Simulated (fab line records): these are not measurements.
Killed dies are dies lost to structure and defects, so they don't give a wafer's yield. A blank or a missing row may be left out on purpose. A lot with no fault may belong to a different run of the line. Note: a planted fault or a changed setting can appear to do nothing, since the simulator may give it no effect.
fab line records	flow n5_finfet
record lots=4	wafers=12	last_day=19
route steps=1938 shown DUMMY_GATE@228 SPACER0@258 SD_EPI_N@262 BEOL_M4@1111 PASSIVATION@1936
lots that met no fault: taken from a fault-free run of the same line
start_h: start of the lot's first displayed wafer, in hours after the record's first day	wait_h: how many hours have passed since the lot's step before this one	" the same as in the row above	L1.1+2: one row covering several wafers at once	- either no value or no given start	* or withheld: withheld	< > ~ a bound
route shown NAME@n: a module of which the file shows steps, and the number in the route of the first	usual: mean/standard deviation taken from wafers without a fault	same: alike in all rows	chamber/n: place in a boat	sites: per-site readings	_std_site: standard deviation of those values	_edge_site: the outer-site mean with the inner-site mean subtracted	radius_mm: for every site, how far away it sits from the centre of the wafer	mask NAME#n: copy n	behind: the tool/chamber that last shaped the wafer	hold: why the lot was held/for how many hours/how that ended	device: which transistor (n, p or np) failed to switch	end of line: the same wafers' tests at the end of the route	a step given without rows: its recipe and nothing more	killed: at the first sort, the dies lost to defects and structure; wafer yield is something else	map: dies across one wafer; x = killed, . = not, _ = none there
set.NAME: the run value of the setting; set.NAME@STEP: its run value at that earlier step	model.NAME: the simulator's own value behind a step, which no gauge read
lots at selected steps of the route; one table per step, one row per wafer
services: when a tool's chamber went out of use (start_h, in hours from the record's first day, below 0 if earlier), for how many hours, and the reason
## steps
# step N5_DUMMY_GATE_EXPOSE_12
# recipe mask_id=GATE	na=0.33	source_shape=annular	sigma_inner=0.2	sigma_outer=0.6	polarization=unpolarized	target_cd_nm=25	dose_mj=34
# step N5_DUMMY_GATE_PEB_13
# recipe peb_temp_c=100	peb_time_s=60	resist=CAR-EUV
# step N5_DUMMY_GATE_DEVELOP_14
# recipe develop_time_s=30	developer=TMAH	resist=CAR-EUV	rinse_liquid=surfactant_rinse	dry=air_spin	dev_temp_c=23
# step N5_DUMMY_GATE_DESCUM_20
# recipe chemistry=O2	time_s=6.2	source_power_w=50	bias_power_w=20	pressure_mtorr=20	rf_frequency_hz=2.712e+07	temp_c=40	resist=CAR-EUV	o2_flow_sccm=225
# step N5_DUMMY_GATE_ETCH_29
# recipe chemistry=N2/H2	target=underlayer	target_depth_a=130	ion_energy_ev=200	pressure_mtorr=30	source_w=840	bias_w=150	n2_flow_sccm=200	h2_flow_sccm=200
# step N5_DUMMY_GATE_ETCH_36
# recipe chemistry=CF4	target=SiARC	target_depth_a=130	pressure_mtorr=40	source_w=545	bias_w=36	Ar_flow_sccm=100	cf4_flow_sccm=100	ion_energy_ev=80
# step N5_DUMMY_GATE_ETCH_37
# recipe chemistry=N2/H2	target=SOC	target_depth_a=600	overetch_a=300	temp_c=40	ion_energy_ev=200	pressure_mtorr=30	source_w=840	bias_w=150	n2_flow_sccm=200	h2_flow_sccm=200
# step N5_DUMMY_GATE_STRIP_38
# recipe chemistry=N2/H2	temp_c=40	n2_flow_sccm=200	h2_flow_sccm=200	rf_frequency_hz=6e+07
# step N5_DUMMY_GATE_STRIP_39
# recipe chemistry=N2/H2	temp_c=40	n2_flow_sccm=200	h2_flow_sccm=200	rf_frequency_hz=6e+07
# step N5_DUMMY_GATE_TRIM_49
# recipe chemistry=O2	resist=SOC	time_s=29	target_cd_nm=14	source_power_w=300	bias_power_w=0	O2_flow_sccm=100	temp_c=20
# usual drypump_motor_current_A=5.8/0.48	oes_product_au=1.006/0.022	throttle_valve_pct=8.13/0.13
lot.wafer	tool	chamber	start_h	wait_h	drypump_motor_current_A	oes_product_au	rf_hours_counter_h	throttle_valve_pct	model.DUMMY_GATE.cd_nm
L761.1	rie_si-05	0	67.49	0.0	6.1	0.997	105	8.18	13.8
L761.2	"	1	"	"	5.7	0.987	190	8.38	14
L761.4	"	3	"	"	5.7	0.998	8	7.91	13.6
L772.1	rie_si-05	3	129.75	0.0	5.7	1.380	9	7.91	8.8
L772.2	"	0	"	"	6.1	1.396	106	8.19	8
L772.4	"	1	"	"	5.8	1.010	191	8.37	13.8
L773.1	rie_si-05	3	135.31	0.0	5.7	1.370	9	7.91	8.2
L773.3	"	1	"	"	5.8	0.988	192	8.36	14.2
L773.5	"	1	"	"	5.7	0.978	-	8.37	14
L778.1	rie_si-06	0	171.03	0.0	5.8	1.028	10	8.04	14.2
L778.5	"	0	"	"	5.8	1.030	-	8.02	13.4
L778.6	"	1	"	"	5.6	1.028	-	8.12	14.2
# step N5_DUMMY_GATE_STRIP_40
# recipe chemistry=CF4	resist=SiARC	power_w=300	bias_power_w=75	pressure_mtorr=50	cf4_flow_sccm=150	rf_frequency_hz=6e+07
# step N5_DUMMY_GATE_CD_MEAS_50
# recipe target_cd_nm=14
# usual cd_nm=13.8/0.53
lot.wafer	tool	chamber	start_h	wait_h	cd_nm
L761.1	cd_sem-03	-	67.64	0.0	14.2
L761.2	"	-	"	"	14.3
L761.4	"	-	"	"	14.0
L772.1	cd_sem-02	-	129.90	0.0	8.7
L772.2	"	-	"	"	8.1
L772.4	"	-	"	"	13.7
L773.1	cd_sem-01	-	135.45	0.0	7.9
L773.3	"	-	"	"	14.2
L773.5	"	-	"	"	14.0
L778.1	cd_sem-01	-	171.31	0.0	14.2
L778.5	"	-	"	"	13.2
L778.6	"	-	"	"	14.2
# step N5_DUMMY_GATE_ETCH_31
# recipe chemistry=C4F6/O2	target=SiO2	mask_material=SOC	target_depth_a=825	time_s=27.5	ion_energy_ev=250	pressure_mtorr=30	source_w=345	bias_w=185	Ar_flow_sccm=300	C4F6_flow_sccm=10	O2_flow_sccm=10
# step N5_DUMMY_GATE_STRIP_41
# recipe chemistry=O2	power_w=400	temp_c=40	pressure_mtorr=30	rf_frequency_hz=6e+07	bias_power_w=0	overash_fraction=0.3	o2_flow_sccm=225
# step N5_DUMMY_GATE_HM_OPEN_21
# recipe chemistry=CH3F/O2	target=SiNx	target_depth_a=1200	Ar_flow_sccm=150	CH3F_flow_sccm=30	O2_flow_sccm=23	time_s=171.4	pressure_mtorr=30	source_w=395	bias_w=73	ion_energy_ev=120.7
# step N5_DUMMY_GATE_ETCH_32
# recipe chemistry=CF4	target=SiO2	target_depth_a=35	time_s=3.9	ion_energy_ev=350	pressure_mtorr=10	icp_w=800	bias_w=400	cf4_flow_sccm=80
# step N5_DUMMY_GATE_ETCH_23
# recipe chemistry=HBr/Cl2/O2	HBr_flow_sccm=150	Cl2_flow_sccm=80	O2_flow_sccm=12	bias_w=102	target_depth_a=410	time_s=22.3	target=poly-Si	mask_material=SiO2	pressure_mtorr=10	icp_w=800
# step N5_DUMMY_GATE_ETCH_44
# recipe chemistry=HBr/O2	over_etch_frac=0.7	target_depth_a=1275	stop_on=SiO2	ion_energy_ev=60	bias_w=20	target=poly-Si	mask_material=SiO2	pressure_mtorr=20	icp_w=400	HBr_flow_sccm=120	O2_flow_sccm=10
# step N5_DUMMY_GATE_CD_MEAS_24
# recipe target_cd_nm=15
# usual cd_nm=14.8/0.56
lot.wafer	tool	chamber	start_h	wait_h	cd_nm
L761.1	cd_sem-03	-	68.13	0.1	14.7
L761.2	"	-	"	"	15.1
L761.4	"	-	"	"	14.7
L772.1	cd_sem-01	-	130.44	0.1	9.6
L772.2	"	-	"	"	9.6
L772.4	"	-	"	"	14.4
L773.1	cd_sem-02	-	135.95	0.1	9.5
L773.3	"	-	"	"	15.4
L773.5	"	-	"	"	15.4
L778.1	cd_sem-01	-	171.81	0.1	15.4
L778.5	"	-	"	"	14.2
L778.6	"	-	"	"	14.9
# step N5_DUMMY_GATE_ETCH_42
# recipe chemistry=CHF3/O2	target=SiO2	target_depth_a=35	time_s=31	ion_energy_ev=30	bias_w=12	pressure_mtorr=30	source_w=600	Ar_flow_sccm=200	CHF3_flow_sccm=50	O2_flow_sccm=5
# usual drypump_motor_current_A=5.8/0.37	oes_ar_750_au=0.82/0.089	oes_o_777_au=0.82/0.077	oes_product_au=0.82/0.09	rf_vpp_V=42.7/1.2	showerhead_plenum_p_Torr=2.44/0.074	throttle_valve_pct=18.69/0.28
lot.wafer	tool	chamber	start_h	wait_h	drypump_motor_current_A	oes_ar_750_au	oes_o_777_au	oes_product_au	rf_hours_counter_h	rf_vpp_V	showerhead_plenum_p_Torr	throttle_valve_pct	model.DUMMY_GATE.cd_nm
L761.1	rie_diel-06	0	68.18	0.0	6.3	0.82	0.83	0.84	64	42.0	2.43	18.48	14.6
L761.2	"	3	"	"	5.4	0.93	0.90	0.96	6	41.7	2.37	18.69	15
L761.4	"	3	"	"	5.5	0.94	0.89	0.95	-	42.2	2.37	18.70	14.6
L772.1	rie_diel-06	0	130.49	0.0	6.3	0.81	0.82	0.82	74	41.7	2.42	18.49	9.6
L772.2	"	1	"	"	5.5	0.71	0.70	0.69	212	41.7	2.47	18.85	9.8
L772.4	"	3	"	"	5.4	0.91	0.86	0.92	17	41.1	2.37	18.71	14.6
L773.1	rie_diel-02	1	136.00	0.0	5.4	0.79	0.81	0.80	116	42.6	2.34	18.57	9.6
L773.3	"	0	"	"	5.8	0.69	0.70	0.68	228	41.8	2.40	19.14	15.4
L773.5	"	0	"	"	5.8	0.69	0.71	0.68	-	41.2	2.40	19.14	15.4
L778.1	rie_diel-03	0	171.85	0.0	6.1	0.82	0.84	0.84	111	42.6	2.41	18.35	15.4
L778.5	"	3	"	"	5.2	0.94	0.91	0.93	-	43.3	2.57	18.66	14.2
L778.6	"	1	"	"	5.7	0.73	0.75	0.70	-	43.3	2.46	19.18	14.8
# step N5_DUMMY_GATE_STRIP_48
# recipe chemistry=N2/H2	time_s=20	power_w=100	temp_c=40	pressure_mtorr=100	rf_frequency_hz=6e+07	bias_power_w=3	n2_flow_sccm=300	h2_flow_sccm=300
# step N5_DUMMY_GATE_PRECLEAN_33
# recipe chemistry=dHF	time_s=10	dilution=750:1	temp_c=25
# step N5_DUMMY_GATE_PRECLEAN_25
# recipe chemistry=O3/DIW	time_s=45	temp_c=22	o3_ppm=10
# step N5_DUMMY_GATE_PRECLEAN_51
# recipe chemistry=SC2	time_s=45	temp_c=35	mix=1:1:50
# step N5_DUMMY_GATE_SRD_26
# recipe dry=ipa_marangoni	time_s=30	temp_c=23	rinse_liquid=diw
# step N5_DUMMY_GATE_UV_OZONE_45
# recipe time_s=120	pressure_torr=760	temp_c=25
# step N5_SPACER0_ALD_07
# recipe material=SiNx	target_thk_a=20	temp_c=400	ald_precursor_family=SiH2I2	ald_co_reactant=N2/H2-plasma	pressure_torr=2
# step N5_SPACER0_ALD_00
# recipe material=SiOCN	target_thk_a=35	temp_c=400	ald_precursor_family=alkyl-aminosilane	ald_co_reactant=O2/N2-plasma	pulse_time_s=3	purge_time_s=2	co_reactant_purge_time_s=2	ald_cycles=58	pressure_torr=2
# step N5_SPACER0_ALD_08
# recipe material=SiNx	target_thk_a=20	temp_c=400	ald_precursor_family=SiH2I2	ald_co_reactant=N2/H2-plasma	pressure_torr=2
# step N5_SD_EPI_N_COAT_32
# recipe resist=SOC	temp_c=250	time_s=60	spin_rpm=1500	resist_thk_nm=350
# step N5_SD_EPI_N_COAT_33
# recipe resist=SiARC	temp_c=220	time_s=60	spin_rpm=1500	resist_thk_nm=35
# step N5_SD_EPI_N_COAT_03
# recipe resist=CAR-ArF-block	spin_rpm=1500	resist_thk_nm=150
# step N5_SD_EPI_N_EBR_05
# recipe solvent=PGMEA	ebr_width_mm=1.5
# step N5_SD_EPI_N_SOFTBAKE_04
# recipe temp_c=110	time_s=60	resist=CAR-ArF-block
# step N5_SD_EPI_N_EXPOSE_06
# recipe mask_id=SD_N_BLK	na=1.35	source_shape=conventional	sigma_outer=0.8	polarization=unpolarized	target_cd_nm=120	dose_mj=39.75
# step N5_SD_EPI_N_PEB_07
# recipe peb_temp_c=110	peb_time_s=60	resist=CAR-ArF-block
# step N5_SD_EPI_N_DEVELOP_08
# recipe develop_time_s=30	developer=TMAH	resist=CAR-ArF-block	dev_temp_c=23	rinse_liquid=diw	dry=air_spin
# step N5_BEOL_M4_RC_MEAS_101
# usual DIBL_N=37.1/2.6	DIBL_P=38/3	IOFF_N=0.18/0.052	IOFF_P=0.25/0.06	ION_N=678/15	ION_P=467/8.6	SS_N=71.7/0.73	SS_P=73.7/0.89	VT_N=249/4.3	VT_P=-248/3.8
lot.wafer	tool	chamber	start_h	wait_h	DIBL_N[mV/V]	DIBL_P[mV/V]	IOFF_N[nA/um]	IOFF_P[nA/um]	ION_N[uA/um]	ION_P[uA/um]	SS_N[mV/dec]	SS_P[mV/dec]	VT_N[mV]	VT_P[mV]
L761.1	prober-01	0	257.42	0.4	34.8	35	0.14	0.21	678	470	71.3	73.5	251	-249
L761.2	"	0	"	"	35.0	36	0.14	0.25	658	462	71.2	73.7	250	-244
L761.4	"	0	"	"	37.5	37	0.18	0.25	675	458	72.8	74.1	248	-247
L772.4	prober-02	0	316.51	0.5	33.3	34	0.11	0.17	652	459	71.0	72.6	257	-252
L773.3	prober-01	0	317.46	0.3	35.0	36	0.13	0.22	669	464	70.7	73.9	254	-249
L773.5	"	0	"	"	36.1	38	0.15	0.25	682	473	71.1	74.1	250	-247
L778.1	prober-02	0	351.06	0.0	35.2	36	0.15	0.22	664	460	71.5	73.6	251	-249
L778.5	"	0	"	"	37.9	38	0.18	0.24	676	461	72.1	74.6	249	-249
L778.6	"	0	"	"	35.4	36	0.13	0.20	662	461	71.8	72.6	251	-253
# step N5_PASSIVATION_PROBE_49
# usual defect_limited_yield=91.4/1.4	killed_at_M0_to_M3=34/9.1	killed_at_M4_up=14/5.2	killed_at_contacts=12/6.4	killed_at_front_end=38/11	killed_at_other=3.7/2.8	killed_dies=102/17	killed_on_rim=14/3.9	killed_open=68/13	killed_short=32/7.8	sort_bin_5_function=5.1/1	sort_bin_6_memory=3.2/0.66	sort_n_pass=1076/19	sort_yield_pct=91.2/1.6
# same gross_dies=1180	killed_at_back_side=0	sort_bin_4_leakage[%]=0	sort_bin_8_speed[%]=0
lot.wafer	tool	chamber	start_h	wait_h	defect_limited_yield[%]	killed_at_M0_to_M3	killed_at_M4_up	killed_at_contacts	killed_at_front_end	killed_at_other	killed_dies	killed_on_rim	killed_open	killed_short	sort_bin_5_function[%]	sort_bin_6_memory[%]	sort_n_pass	sort_yield_pct[%]
L761.1	prober-01	-	359.12	0.0	91.9	38	16	17	20	4	95	16	61	32	4.1	3.7	1085	91.9
L761.2	prober-01	-	359.17	0.1	91.5	30	20	10	34	6	100	11	59	39	4.8	3.1	1080	91.5
L761.4	prober-01	-	359.27	0.2	94.3	24	11	4	27	1	67	8	47	20	3.2	2.2	1113	94.3
L773.1	prober-02	-	422.42	0.0	0	20	14	14	1128	4	1180	152	44	36	96.7	2.9	0	0
L773.3	prober-02	-	422.52	0.1	88.5	46	24	29	34	3	136	21	104	30	6.7	4.5	1044	88.5
L773.5	prober-02	-	422.62	0.2	87.0	43	20	12	71	7	153	22	112	40	8.1	4.6	1027	87.0
L772.1	prober-01	-	426.32	0.0	0	46	19	11	1094	10	1180	152	73	45	95.7	4.1	0	0
L772.2	prober-01	-	426.37	0.1	0	12	11	12	1142	3	1180	152	43	29	97.5	1.9	0	0
L772.4	prober-01	-	426.47	0.2	90.8	37	22	7	41	2	109	17	63	41	5.0	3.7	1071	90.8
L778.1	prober-02	-	456.14	0.0	90.3	36	21	8	45	4	114	10	69	45	6.0	3.2	1066	90.3
L778.5	prober-02	-	456.34	0.2	89.7	40	5	21	51	4	121	14	87	34	6.5	3.4	1059	89.7
L778.6	prober-02	-	456.39	0.3	91.9	35	10	11	38	2	96	12	61	33	4.4	3.5	1084	91.9
# killed by level:class
L761.1 MOL_CONTACT_COAG:geometric_particle:open=13 BEOL_M4:geometric_particle:open=9 BEOL_M2:geometric_particle:open=8 BEOL_M0_SAQP:geometric_particle:short=7 BEOL_M3:geometric_particle:open=7 BEOL_M1:geometric_particle:open=5 STI_FIN_REVEAL:geometric_particle:open=4 MOL_CONTACT_COAG:geometric_particle:short=4
L761.2 BEOL_M4:geometric_particle:open=12 BEOL_M0_SAQP:geometric_particle:short=9 MOL_CONTACT_COAG:geometric_particle:open=9 STI_FIN_REVEAL:geometric_particle:open=8 BEOL_M0_SAQP:geometric_particle:open=8 BEOL_M0:geometric_particle:open=5 STARTING-WAFER:geometric_particle:short=5 BEOL_M4:geometric_particle:short=4
L761.4 STI_FIN_REVEAL:geometric_particle:open=12 BEOL_M4:geometric_particle:open=8 BEOL_M0_SAQP:geometric_particle:open=6 BEOL_M0_SAQP:geometric_particle:short=6 BEOL_M2:geometric_particle:open=5 DUMMY_GATE:geometric_particle:open=4 MOL_CONTACT_COAG:geometric_particle:open=3 STARTING-WAFER:geometric_particle:short=3
L773.1 DUMMY_GATE:area_trim=1096 STI_FIN_REVEAL:geometric_particle:open=10 MOL_CONTACT_COAG:geometric_particle:open=10 BEOL_M0_SAQP:geometric_particle:short=5 BEOL_M1:geometric_particle:open=5 STI_FIN_REVEAL:geometric_particle:short=4 MOL_CONTACT_COAG:geometric_particle:short=4 BEOL_M13:coat_microbubble_printed=4
L773.3 MOL_CONTACT_COAG:geometric_particle:open=23 BEOL_M4:geometric_particle:open=17 STI_FIN_REVEAL:geometric_particle:open=14 BEOL_M0_SAQP:geometric_particle:open=13 BEOL_M1:geometric_particle:open=9 BEOL_M2:geometric_particle:open=8 DUMMY_GATE:geometric_particle:open=6 MOL_CONTACT_COAG:geometric_particle:short=6
L773.5 STI_FIN_REVEAL:geometric_particle:open=42 FIN_SAQP:geometric_particle:open=11 BEOL_M0_SAQP:geometric_particle:short=11 BEOL_M2:geometric_particle:open=11 BEOL_M0_SAQP:geometric_particle:open=10 BEOL_M4:geometric_particle:open=9 MOL_CONTACT_COAG:geometric_particle:short=7 MOL_CONTACT_COAG:geometric_particle:open=5
L772.1 DUMMY_GATE:area_trim=1060 BEOL_M0_SAQP:geometric_particle:open=14 BEOL_M4:geometric_particle:open=12 BEOL_M0_SAQP:geometric_particle:short=12 FIN_SAQP:geometric_particle:short=9 MOL_CONTACT_COAG:geometric_particle:open=8 FIN_SAQP:geometric_particle:open=7 BEOL_M3:geometric_particle:open=5
L772.2 DUMMY_GATE:area_trim=1107 MOL_CONTACT_COAG:geometric_particle:open=10 FIN_SAQP:geometric_particle:open=9 FIN_SAQP:geometric_particle:short=6 DUMMY_GATE:geometric_particle:open=5 BEOL_M4:geometric_particle:short=5 BEOL_M4:geometric_particle:open=4 STI_FIN_REVEAL:geometric_particle:short=3
L772.4 BEOL_M0_SAQP:geometric_particle:short=12 BEOL_M0_SAQP:geometric_particle:open=10 DUMMY_GATE:geometric_particle:open=9 FIN_SAQP:geometric_particle:open=7 FIN_SAQP:geometric_particle:short=7 BEOL_M4:geometric_particle:open=7 MOL_CONTACT_COAG:geometric_particle:open=6 BEOL_M4:geometric_particle:short=6
L778.1 FIN_SAQP:geometric_particle:short=19 BEOL_M2:geometric_particle:open=16 FIN_SAQP:geometric_particle:open=10 MOL_CONTACT_COAG:geometric_particle:open=7 BEOL_M4:geometric_particle:open=5 BEOL_M0:geometric_particle:open=4 BEOL_M3:geometric_particle:open=4 BEOL_M7:geometric_particle:open=4
L778.5 FIN_SAQP:geometric_particle:open=19 MOL_CONTACT_COAG:geometric_particle:open=17 STI_FIN_REVEAL:geometric_particle:open=12 BEOL_M2:geometric_particle:open=7 BEOL_M3:geometric_particle:open=7 BEOL_M0_SAQP:geometric_particle:short=7 BEOL_M0:geometric_particle:open=7 FIN_SAQP:geometric_particle:short=5
L778.6 BEOL_M2:geometric_particle:open=13 STI_FIN_REVEAL:geometric_particle:open=10 FIN_SAQP:geometric_particle:open=9 FIN_SAQP:geometric_particle:short=7 MOL_CONTACT_COAG:geometric_particle:open=7 STARTING-WAFER:geometric_particle:short=5 BEOL_M0_SAQP:geometric_particle:short=5 MOL_CONTACT_COAG:geometric_particle:short=4
# map L772.1 (x killed, . not)
_________________xxxxxxxxxxxx________________
______________xxxxxxxxxxxxxxxxxx_____________
___________xxxxxxxxxxxxxxxxxxxxxxxx__________
__________xxxxxxxxxxxxxxxxxxxxxxxxxx_________
________xxxxxxxxxxxxxxxxxxxxxxxxxxxxxx_______
_______xxxxxxxxxxxxxxxxxxxxxxxxxxxxxxxx______
______xxxxxxxxxxxxxxxxxxxxxxxxxxxxxxxxxx_____
_____xxxxxxxxxxxxxxxxxxxxxxxxxxxxxxxxxxxx____
____xxxxxxxxxxxxxxxxxxxxxxxxxxxxxxxxxxxxxx___
___xxxxxxxxxxxxxxxxxxxxxxxxxxxxxxxxxxxxxxxx__
___xxxxxxxxxxxxxxxxxxxxxxxxxxxxxxxxxxxxxxxx__
__xxxxxxxxxxxxxxxxxxxxxxxxxxxxxxxxxxxxxxxxxx_
__xxxxxxxxxxxxxxxxxxxxxxxxxxxxxxxxxxxxxxxxxx_
_xxxxxxxxxxxxxxxxxxxxxxxxxxxxxxxxxxxxxxxxxxxx
_xxxxxxxxxxxxxxxxxxxxxxxxxxxxxxxxxxxxxxxxxxxx
_xxxxxxxxxxxxxxxxxxxxxxxxxxxxxxxxxxxxxxxxxxxx
_xxxxxxxxxxxxxxxxxxxxxxxxxxxxxxxxxxxxxxxxxxxx
_xxxxxxxxxxxxxxxxxxxxxxxxxxxxxxxxxxxxxxxxxxxx
_xxxxxxxxxxxxxxxxxxxxxxxxxxxxxxxxxxxxxxxxxxxx
_xxxxxxxxxxxxxxxxxxxxxxxxxxxxxxxxxxxxxxxxxxxx
_xxxxxxxxxxxxxxxxxxxxxxxxxxxxxxxxxxxxxxxxxxxx
__xxxxxxxxxxxxxxxxxxxxxxxxxxxxxxxxxxxxxxxxxx_
__xxxxxxxxxxxxxxxxxxxxxxxxxxxxxxxxxxxxxxxxxx_
___xxxxxxxxxxxxxxxxxxxxxxxxxxxxxxxxxxxxxxxx__
___xxxxxxxxxxxxxxxxxxxxxxxxxxxxxxxxxxxxxxxx__
____xxxxxxxxxxxxxxxxxxxxxxxxxxxxxxxxxxxxxx___
_____xxxxxxxxxxxxxxxxxxxxxxxxxxxxxxxxxxxx____
______xxxxxxxxxxxxxxxxxxxxxxxxxxxxxxxxxx_____
_______xxxxxxxxxxxxxxxxxxxxxxxxxxxxxxxx______
________xxxxxxxxxxxxxxxxxxxxxxxxxxxxxx_______
__________xxxxxxxxxxxxxxxxxxxxxxxxxx_________
___________xxxxxxxxxxxxxxxxxxxxxxxx__________
______________xxxxxxxxxxxxxxxxxx_____________
_________________xxxxxxxxxxxx________________
# map L773.1 (x killed, . not)
_________________xxxxxxxxxxxx________________
______________xxxxxxxxxxxxxxxxxx_____________
___________xxxxxxxxxxxxxxxxxxxxxxxx__________
__________xxxxxxxxxxxxxxxxxxxxxxxxxx_________
________xxxxxxxxxxxxxxxxxxxxxxxxxxxxxx_______
_______xxxxxxxxxxxxxxxxxxxxxxxxxxxxxxxx______
______xxxxxxxxxxxxxxxxxxxxxxxxxxxxxxxxxx_____
_____xxxxxxxxxxxxxxxxxxxxxxxxxxxxxxxxxxxx____
____xxxxxxxxxxxxxxxxxxxxxxxxxxxxxxxxxxxxxx___
___xxxxxxxxxxxxxxxxxxxxxxxxxxxxxxxxxxxxxxxx__
___xxxxxxxxxxxxxxxxxxxxxxxxxxxxxxxxxxxxxxxx__
__xxxxxxxxxxxxxxxxxxxxxxxxxxxxxxxxxxxxxxxxxx_
__xxxxxxxxxxxxxxxxxxxxxxxxxxxxxxxxxxxxxxxxxx_
_xxxxxxxxxxxxxxxxxxxxxxxxxxxxxxxxxxxxxxxxxxxx
_xxxxxxxxxxxxxxxxxxxxxxxxxxxxxxxxxxxxxxxxxxxx
_xxxxxxxxxxxxxxxxxxxxxxxxxxxxxxxxxxxxxxxxxxxx
_xxxxxxxxxxxxxxxxxxxxxxxxxxxxxxxxxxxxxxxxxxxx
_xxxxxxxxxxxxxxxxxxxxxxxxxxxxxxxxxxxxxxxxxxxx
_xxxxxxxxxxxxxxxxxxxxxxxxxxxxxxxxxxxxxxxxxxxx
_xxxxxxxxxxxxxxxxxxxxxxxxxxxxxxxxxxxxxxxxxxxx
_xxxxxxxxxxxxxxxxxxxxxxxxxxxxxxxxxxxxxxxxxxxx
__xxxxxxxxxxxxxxxxxxxxxxxxxxxxxxxxxxxxxxxxxx_
__xxxxxxxxxxxxxxxxxxxxxxxxxxxxxxxxxxxxxxxxxx_
___xxxxxxxxxxxxxxxxxxxxxxxxxxxxxxxxxxxxxxxx__
___xxxxxxxxxxxxxxxxxxxxxxxxxxxxxxxxxxxxxxxx__
____xxxxxxxxxxxxxxxxxxxxxxxxxxxxxxxxxxxxxx___
_____xxxxxxxxxxxxxxxxxxxxxxxxxxxxxxxxxxxx____
______xxxxxxxxxxxxxxxxxxxxxxxxxxxxxxxxxx_____
_______xxxxxxxxxxxxxxxxxxxxxxxxxxxxxxxx______
________xxxxxxxxxxxxxxxxxxxxxxxxxxxxxx_______
__________xxxxxxxxxxxxxxxxxxxxxxxxxx_________
___________xxxxxxxxxxxxxxxxxxxxxxxx__________
______________xxxxxxxxxxxxxxxxxx_____________
_________________xxxxxxxxxxxx________________
## services
tool	chamber	start_h	hours	kind
rie_si-05	-	48.63	1.6	repair
rie_diel-06	2	51.91	-	clean
rie_diel-06	2	51.91	-	consumable_replace:focus_ring
rie_diel-06	2	51.91	21.0	scheduled_down
rie_diel-06	2	51.91	21.0	vent_cycle
rie_si-06	-	53.60	2.8	pm
rie_si-06	1	58.04	22.9	repair
rie_diel-02	0	58.65	9.9	repair
rie_diel-06	-	105.21	0.6	repair
rie_si-06	2	106.56	-	clean
rie_si-06	2	106.56	16.1	scheduled_down
rie_si-06	2	106.56	16.1	vent_cycle
rie_si-06	-	107.87	14.6	pm
rie_si-05	-	110.00	2.8	pm
rie_diel-02	1	124.87	2.3	repair
rie_si-06	-	129.99	0.2	repair
rie_si-05	1	168.38	-	clean
rie_si-05	1	168.38	17.8	scheduled_down
rie_si-05	1	168.38	17.8	vent_cycle
## key
first_sign step=N5_DUMMY_GATE_TRIM_49	reading=oes_product_au	direction=up	sigmas=17	usual=1.006	struck=1.382
effect step=N5_DUMMY_GATE_CD_MEAS_50	reading=cd_nm	direction=down	sigmas=11	usual=13.8	struck=8.2
effect step=N5_DUMMY_GATE_CD_MEAS_24	reading=cd_nm	direction=down	sigmas=9.3	usual=14.8	struck=9.6
effect step=N5_PASSIVATION_PROBE_49	reading=killed_at_front_end	direction=up	sigmas=94	usual=38	struck=1121
model_effect step=N5_DUMMY_GATE_TRIM_49	value=DUMMY_GATE.cd_nm	without=13.73	struck=8.333
model_effect step=N5_DUMMY_GATE_ETCH_42	value=DUMMY_GATE.cd_nm	without=15.07	struck=9.667
more_kills_born_at N5_DUMMY_GATE_TRIM_49@rie_si-05=3263
met_at N5_DUMMY_GATE_TRIM_49
struck_wafers L772.1,L772.2,L773.1
later_rows_left_out L772.1,L772.2,L773.1
onset_between 67.49 129.75
fault kind=process_parameter_drift	tool=rie_si-05	chamber=-	onset_h=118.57	steps=N5_DUMMY_GATE_TRIM_49	channel=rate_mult	offset=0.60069	shape=step	end_h=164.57	scope=struck_wafers_only
# later_rows_left_out: the simulator's readings of these wafers behind a module that went badly wrong aren't trusted and aren't shown, but for the sort
